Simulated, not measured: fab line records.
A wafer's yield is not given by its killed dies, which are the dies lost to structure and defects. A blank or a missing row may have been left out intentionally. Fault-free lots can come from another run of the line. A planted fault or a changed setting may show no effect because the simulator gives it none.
Matching of chambers :: flow n5-finfet :: rie-diel-04 running N5_BEOL_M11_ETCH_66: 4 sister chambers
The step etches SOC in N2/H2, target depth 120 nm, overetch 24 nm, time 180 s. 14 wafers are shown with their chamber, then 7 later ones without.

WAFERS PAIRED WITH THEIR CHAMBERS
wafer: L079.2
chamber: 2
throttle-valve-pct (%): 17.55
showerhead-plenum-p-Torr (Torr): 2.55
oes-product-au (a.u.): 0.65

wafer: L079.3
chamber: 3
throttle-valve-pct (%): 17.38
showerhead-plenum-p-Torr (Torr): 2.60
oes-product-au (a.u.): 0.76

wafer: L079.6
chamber: 2
throttle-valve-pct (%): 17.56
showerhead-plenum-p-Torr (Torr): 2.55
oes-product-au (a.u.): 0.66

wafer: L081.1
chamber: 2
throttle-valve-pct (%): 17.54
showerhead-plenum-p-Torr (Torr): 2.55
oes-product-au (a.u.): 0.66

wafer: L081.3
chamber: 0
throttle-valve-pct (%): 17.86
showerhead-plenum-p-Torr (Torr): 2.61
oes-product-au (a.u.): 0.60

wafer: L081.6
chamber: 2
throttle-valve-pct (%): 17.57
showerhead-plenum-p-Torr (Torr): 2.55
oes-product-au (a.u.): 0.66

wafer: L083.3
chamber: 2
throttle-valve-pct (%): 17.56
showerhead-plenum-p-Torr (Torr): 2.55
oes-product-au (a.u.): 0.66

wafer: L083.4
chamber: 3
throttle-valve-pct (%): 17.38
showerhead-plenum-p-Torr (Torr): 2.60
oes-product-au (a.u.): 0.76

wafer: L083.5
chamber: 0
throttle-valve-pct (%): 17.87
showerhead-plenum-p-Torr (Torr): 2.61
oes-product-au (a.u.): 0.59

wafer: L084.1
chamber: 0
throttle-valve-pct (%): 17.88
showerhead-plenum-p-Torr (Torr): 2.61
oes-product-au (a.u.): 0.58

wafer: L084.2
chamber: 3
throttle-valve-pct (%): 17.37
showerhead-plenum-p-Torr (Torr): 2.60
oes-product-au (a.u.): 0.74

wafer: L084.4
chamber: 2
throttle-valve-pct (%): 17.56
showerhead-plenum-p-Torr (Torr): 2.55
oes-product-au (a.u.): 0.65

wafer: L089.4
chamber: 0
throttle-valve-pct (%): 17.89
showerhead-plenum-p-Torr (Torr): 2.60
oes-product-au (a.u.): 0.58

wafer: L089.5
chamber: 1
throttle-valve-pct (%): 18.15
showerhead-plenum-p-Torr (Torr): 2.61
oes-product-au (a.u.): 0.78

SIGNATURES (averages over the wafers above)
reading: throttle-valve-pct
chamber 0: 17.8750
chamber 1: 18.1500
chamber 2: 17.5567
chamber 3: 17.3767
scatter within a chamber: 0.0105

reading: showerhead-plenum-p-Torr
chamber 0: 2.6075
chamber 1: 2.6100
chamber 2: 2.5500
chamber 3: 2.6000
scatter within a chamber: 0.00274

reading: oes-product-au
chamber 0: 0.5875
chamber 1: 0.7800
chamber 2: 0.6567
chamber 3: 0.7533
scatter within a chamber: 0.00822
Rule: distance of a wafer from a chamber = root of the sum over the readings of ((wafer's reading minus chamber's mean) / reading's scatter) squared. If the next closest chamber is less than 2 further off than the closest, the wafer can't be placed; otherwise it belongs to the closest. The scatter: take each reading less its chamber's mean, square it, sum over the shown wafers, divide by the number of wafers less the number of chambers, and take the root.

WAFERS WHOSE CHAMBER IS MISSING
wafer: L089.6
throttle-valve-pct (%): 17.59
showerhead-plenum-p-Torr (Torr): 2.55
oes-product-au (a.u.): 0.65

wafer: L094.1
throttle-valve-pct (%): 17.41
showerhead-plenum-p-Torr (Torr): 2.59
oes-product-au (a.u.): 0.72

wafer: L094.5
throttle-valve-pct (%): 17.60
showerhead-plenum-p-Torr (Torr): 2.54
oes-product-au (a.u.): 0.64

wafer: L094.6
throttle-valve-pct (%): 17.42
showerhead-plenum-p-Torr (Torr): 2.59
oes-product-au (a.u.): 0.72

wafer: L095.1
throttle-valve-pct (%): 18.19
showerhead-plenum-p-Torr (Torr): 2.61
oes-product-au (a.u.): 0.76

wafer: L095.2
throttle-valve-pct (%): 17.93
showerhead-plenum-p-Torr (Torr): 2.60
oes-product-au (a.u.): 0.57

wafer: L095.4
throttle-valve-pct (%): 17.62
showerhead-plenum-p-Torr (Torr): 2.54
oes-product-au (a.u.): 0.64

THE CHAMBER EACH PASSED THROUGH
wafer: L089.6
from the rows above: 2
in truth: 2

wafer: L094.1
from the rows above: 3
in truth: 3

wafer: L094.5
from the rows above: 2
in truth: 2

wafer: L094.6
from the rows above: 3
in truth: 3

wafer: L095.1
from the rows above: 1
in truth: 1

wafer: L095.2
from the rows above: 0
in truth: 0

wafer: L095.4
from the rows above: 2
in truth: 2
Correctly placed: 7 of 7. Number that these rows cannot place: 0. Placed wrongly: 0.
